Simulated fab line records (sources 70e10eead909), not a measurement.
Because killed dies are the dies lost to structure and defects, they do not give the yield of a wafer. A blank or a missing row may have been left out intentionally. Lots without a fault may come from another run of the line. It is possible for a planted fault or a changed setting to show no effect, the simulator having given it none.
Chamber matching	flow nand-harc	4 sister chambers for NHARC_A_STAIRCASE_STRIP_476 on rie-diel-05
The step strips in O2, time 20 s. 8 wafers are shown with their chamber, then 8 later ones without.

WAFERS PAIRED WITH THEIR CHAMBERS
wafer	chamber	showerhead-plenum-p-Torr (Torr)	rf-vpp-V (V)
L077.6	0	3.45	56.6
L080.4	1	3.37	55.8
L080.5	2	3.67	58.6
L080.6	1	3.37	58.3
L081.1	3	3.40	56.5
L081.2	2	3.67	59.1
L081.4	0	3.45	56.5
L085.2	3	3.39	57.9

WAFERS MISSING THEIR CHAMBER
wafer	showerhead-plenum-p-Torr (Torr)	rf-vpp-V (V)
L085.3	3.36	58.0
L085.6	3.45	57.5
L082.2	3.39	57.1
L082.5	3.39	58.0
L082.6	3.66	56.7
L092.2	3.43	56.6
L092.5	3.66	58.9
L092.6	3.38	57.3

CHAMBER TAKEN BY EACH
wafer	from the rows above	in truth
L085.3	1	1
L085.6	0	0
L082.2	3	3
L082.5	3	3
L082.6	2	2
L092.2	0	0
L092.5	2	2
L092.6	can't be placed: 1 or 3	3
Correct placement for 7 of the 8. Can't be placed from these rows: 1 (the true chamber is among the candidates in 1). 0 placed wrongly.
How it was worked out, from the rows above alone: a wafer's distance from a chamber is the root of the sum, over the readings, of the square of ((its reading less the chamber's mean) divided by the reading's scatter). The wafer belongs to the nearest chamber; if the next one is less than 2 further off, it can't be placed. Each chamber's mean is taken over the wafers shown for it. The scatter: take each reading less its chamber's mean, square it, sum over the shown wafers, divide by the number of wafers less the number of chambers, and take the root.
